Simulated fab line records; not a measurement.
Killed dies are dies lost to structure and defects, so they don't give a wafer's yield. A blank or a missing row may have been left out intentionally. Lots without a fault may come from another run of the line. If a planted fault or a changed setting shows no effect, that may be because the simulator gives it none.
Chamber matching | flow nandHarc | NHARC_A_CONTACT_ALD_18 on aldMetal-02 has 4 sister chambers
The step deposits TiN, target thk 3 nm, pulse time 1 s, ald cycles 150. 7 wafers are shown with their chamber, then 9 later ones without.

== WAFERS PAIRED WITH THEIR CHAMBERS ==
wafer  | chamber | heaterPowerW (W) | precursorPulseHeightRel
L081.4 | 3       | 1104             | 0.994
L081.5 | 2       | 1091             | 0.989
L080.4 | 3       | 1058             | 0.992
L080.5 | 0       | 1096             | 1.046
L088.3 | 2       | 1119             | 0.987
L088.5 | 0       | 1107             | 1.028
L088.6 | 1       | 1021             | 0.982

== WAFERS MISSING THEIR CHAMBER ==
wafer  | heaterPowerW (W) | precursorPulseHeightRel
L090.1 | 1076             | 1.010
L090.2 | 977              | 0.981
L090.3 | 1101             | 1.013
L094.1 | 1010             | 0.999
L094.4 | 1083             | 0.988
L094.5 | 990              | 0.966
L095.1 | 999              | 0.977
L095.4 | 1133             | 1.017
L095.5 | 1091             | 0.995

== WHICH CHAMBER EACH WENT THROUGH ==
wafer  | from the rows above          | in truth
L090.1 | can't be placed: 3 or 2 or 0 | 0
L090.2 | 1                            | 1
L090.3 | can't be placed: 3 or 0 or 2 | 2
L094.1 | can't be placed: 1 or 3      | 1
L094.4 | can't be placed: 3 or 2      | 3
L094.5 | 1                            | 1
L095.1 | 1                            | 1
L095.4 | can't be placed: 0 or 3 or 2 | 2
L095.5 | can't be placed: 3 or 2      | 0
Correct placement for 3 of the 9. Can't be placed from these rows: 6 (the true chamber is among the candidates in 5). Placed wrongly: 0.
How it was worked out, from the rows above alone: a wafer's distance from a chamber is the root of the sum, over the readings, of the square of ((its reading less the chamber's mean) divided by the reading's scatter). The wafer belongs to the nearest chamber; if the next one is less than 2 further off, it can't be placed. A chamber's mean is the mean of its shown wafers. How the scatter is found: for the shown wafers, subtract from each reading the mean of its chamber, square and add these, divide the total by (wafers less chambers), then take the root.
